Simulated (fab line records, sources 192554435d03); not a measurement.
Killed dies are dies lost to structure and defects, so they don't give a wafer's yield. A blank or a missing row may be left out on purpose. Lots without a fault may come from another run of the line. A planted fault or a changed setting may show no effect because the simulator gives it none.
Chamber matching | flow n5_finfet | N5_BEOL_M11_PECVD_70 on pecvd-04: 3 sister chambers
The step deposits SiO2 from TEOS/O2, target thk 20 nm, time 22.7 s. 6 wafers are shown with their chamber, then 8 later ones without.

WAFERS WITH THEIR CHAMBER
wafer  | chamber | showerhead_plenum_p_Torr (Torr) | heater_power_w (W)
L082.5 | 1       | 8.71                            | 613
L079.3 | 2       | 8.76                            | 840
L084.1 | 0       | 8.85                            | 613
L084.3 | 1       | 8.72                            | 664
L084.6 | 0       | 8.84                            | 608
L092.4 | 2       | 8.79                            | 738

WAFERS WITHOUT THEIR CHAMBER
wafer  | showerhead_plenum_p_Torr (Torr) | heater_power_w (W)
L092.5 | 8.85                            | 709
L092.6 | 8.71                            | 740
L093.2 | 8.86                            | 644
L093.4 | 8.71                            | 663
L093.5 | 8.77                            | 728
L097.4 | 8.78                            | 816
L097.5 | 8.83                            | 753
L097.6 | 8.74                            | 744

WHICH CHAMBER EACH WENT THROUGH
wafer  | from the rows above     | in truth
L092.5 | 0                       | 0
L092.6 | 1                       | 1
L093.2 | 0                       | 0
L093.4 | 1                       | 1
L093.5 | 2                       | 2
L097.4 | 2                       | 2
L097.5 | can't be placed: 0 or 2 | 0
L097.6 | can't be placed: 2 or 1 | 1
Placed correctly: 6 of 8. Can't be placed from these rows: 2 (the true chamber is among the candidates in 2). Placed wrongly: 0.
How it was worked out, from the rows above alone: a wafer's distance from a chamber is the root of the sum, over the readings, of the square of ((its reading less the chamber's mean) divided by the reading's scatter). The wafer belongs to the nearest chamber; if the next one is less than 2 further off, it can't be placed. A chamber's mean is the mean of its shown wafers. The scatter: the root of (the sum of the squares of (reading less its chamber's mean) over the shown wafers, divided by (wafers less chambers)).
